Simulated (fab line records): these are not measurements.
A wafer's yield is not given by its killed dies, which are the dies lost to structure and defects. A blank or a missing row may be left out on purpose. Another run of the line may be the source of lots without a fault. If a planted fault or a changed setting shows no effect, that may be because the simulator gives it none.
Matching of chambers    flow nand-harc    rie-diel-02 running NHARC_A_CONTACT_ETCH_91: 4 sister chambers
The step etches the open film in CH3F/O2, target depth 40 nm, time 85.7 s. 14 wafers are shown with their chamber, then 7 later ones without.

== EACH WAFER AND ITS CHAMBER ==
wafer   chamber  showerhead-plenum-p-Torr (Torr)  rf-vpp-V (V)  rf-fwd-power-W (W)
L815.2  0        2.59                             247.6         499.5
L815.3  2        2.30                             242.0         495.4
L815.5  2        2.30                             242.0         496.2
L822.2  1        2.50                             244.2         494.7
L822.3  2        2.29                             242.0         497.7
L822.4  3        2.56                             246.9         496.3
L827.1  0        2.59                             244.9         499.0
L827.3  3        2.55                             245.5         495.8
L827.6  3        2.55                             246.0         494.2
L829.1  0        2.59                             247.1         499.3
L829.2  1        2.50                             245.2         496.3
L829.3  2        2.29                             240.4         495.6
L830.4  0        2.58                             245.6         498.7
L830.5  0        2.59                             244.7         498.9

SIGNATURES (means of the wafers above)
reading                   chamber 0  chamber 1  chamber 2  chamber 3  scatter within a chamber
showerhead-plenum-p-Torr  2.5880     2.5000     2.2950     2.5533     0.00497
rf-vpp-V                  245.980    244.700    241.600    246.133    1.01
rf-fwd-power-W            499.080    495.500    496.225    495.433    0.857
Rule: a wafer lies at a distance from a chamber equal to the root of the sum of squares, over the readings, of (its reading less the chamber's mean, divided by the reading's scatter). If the next closest chamber is less than 2 further off than the closest, the wafer can't be placed; otherwise it belongs to the closest. The scatter is the square root of a quotient: the sum, over the shown wafers, of each reading's squared deviation from its chamber's mean, divided by wafers minus chambers.

== WAFERS WITHOUT THEIR CHAMBER ==
wafer   showerhead-plenum-p-Torr (Torr)  rf-vpp-V (V)  rf-fwd-power-W (W)
L830.6  2.50                             246.2         496.1
L833.1  2.50                             243.4         494.6
L833.3  2.55                             245.5         496.8
L833.5  2.50                             246.6         497.2
L835.1  2.29                             241.5         494.9
L835.3  2.58                             244.8         501.1
L835.4  2.55                             245.9         493.6

== WHICH CHAMBER EACH ONE RAN IN ==
wafer   from the rows above  in truth
L830.6  1                    1
L833.1  1                    1
L833.3  3                    3
L833.5  1                    1
L835.1  2                    2
L835.3  0                    0
L835.4  3                    3
Placed correctly: 7 of 7. From these rows, 0 cannot be placed. 0 placed wrongly.
